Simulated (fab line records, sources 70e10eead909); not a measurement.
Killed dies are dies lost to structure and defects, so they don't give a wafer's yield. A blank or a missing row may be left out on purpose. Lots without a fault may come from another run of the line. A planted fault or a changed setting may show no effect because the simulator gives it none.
A struck lot beside a sound one | flow nand_harc | 15 steps out of a route of 1302
Sound: wafers L924.1, L924.4, L924.5. Struck: wafers L941.2, L941.4, L941.6. The cause comes at the end.
At each step with rows: each side's tool, then ch and its chambers, then its first start. Under that, the readings that differ: sound wafers | struck wafers | difference of the means | sigmas: that difference in standard deviations of wafers without a fault.
alike: readings whose means differ by less than 2 such deviations, and words and numbers that are the same on both sides. not compared: withheld readings, readings that some wafer has no value for, bounds like >300 that may hide the same value, and numbers for which the record gives no deviation and whose values overlap.
The two part at a step that has a row with sigmas, a row that says differs or no value, or rows on one side only. Numbers that don't overlap but have no deviation are shown without sigmas and don't part them. A reading that every wafer of one side lacks parts them only if that side has two wafers or more.

NHARC_A_SGD_CUT_THK_MEAS_22: measures by ellipsometry.
  sound on film_metro-02, day 21 17:05; struck on film_metro-01, day 28 02:57
  alike: thk_nm
then, 2 steps without rows for these wafers: NHARC_A_SGD_CUT_SRD_23; NHARC_A_SGD_CUT_ETCH_26 (etches SiO2 in dHF, target depth 45.8 nm).
NHARC_A_SGD_CUT_ETCHBACK_24: etches the open film in CH3F/O2, target depth 50 nm, time 92.857 s.
  sound on rie_diel-08 ch 0,1,3, day 21 17:30; struck on rie_diel-08 ch 0,3, day 28 03:11
  alike: drypump_motor_current_A, oes_product_au, rf_fwd_power_W, rf_vpp_V, showerhead_plenum_p_Torr, throttle_valve_pct
  not compared: rf_hours_counter_h
NHARC_A_SGD_CUT_STRIP_28: strips in O2, time 20 s.
  sound on rie_diel-08 ch 1,3; struck on rie_diel-08 ch 1,2,3
  alike: drypump_motor_current_A, oes_product_au, rf_vpp_V, showerhead_plenum_p_Torr, throttle_valve_pct
  not compared: rf_hours_counter_h
NHARC_A_SGD_CUT_INSPECT_25:
  sound on defect_inspect-02, day 21 17:43; struck on defect_inspect-01, day 28 03:55
  alike: raw_defect_count
NHARC_A_SLIT_DEP_25: deposits SiO2, target thk 200 nm.
  sound on pecvd-04 ch 0,1,2, day 21 17:49; struck on pecvd-02 ch 1,2, day 28 04:01
  alike: heater_power_outer_w, heater_power_w, rf_fwd_power_W, throttle_valve_pct
NHARC_A_SLIT_DEP_00: deposits aC, target thk 6200 nm.
  sound on acl_dep-01 ch 0, day 21 20:46; struck on acl_dep-03 ch 0, day 28 08:11
  alike: throttle_valve_pct
NHARC_A_SLIT_DEP_23: deposits SiON, target thk 100 nm.
  sound on pecvd-02 ch 1,2, day 22 00:37; struck on pecvd-03 ch 0,2, day 28 11:23
  alike: heater_power_outer_w, heater_power_w, rf_fwd_power_W
then, 3 steps without rows for these wafers: NHARC_A_SLIT_DEHYDRATE_01 (time 120 s); NHARC_A_SLIT_HMDS_02 (time 30 s); NHARC_A_SLIT_COAT_03 (resist thk 90 nm).
NHARC_A_SLIT_SOFTBAKE_04: time 55 s.
  sound on litho_track-06 ch 0, day 22 00:00; struck on litho_track-06 ch 0, day 28 11:00
  reading                  | sound                | struck               | difference | sigmas
  heater_power_total_W (W) | 188.37 188.36 188.70 | 192.99 193.08 193.09 | +4.58      | +31
then, 2 steps without rows for these wafers: NHARC_A_SLIT_EBR_05; NHARC_END_SORT_01.

WHERE THEY PART
Only at NHARC_A_SLIT_SOFTBAKE_04, within this record.

WHY: what the simulator had put in
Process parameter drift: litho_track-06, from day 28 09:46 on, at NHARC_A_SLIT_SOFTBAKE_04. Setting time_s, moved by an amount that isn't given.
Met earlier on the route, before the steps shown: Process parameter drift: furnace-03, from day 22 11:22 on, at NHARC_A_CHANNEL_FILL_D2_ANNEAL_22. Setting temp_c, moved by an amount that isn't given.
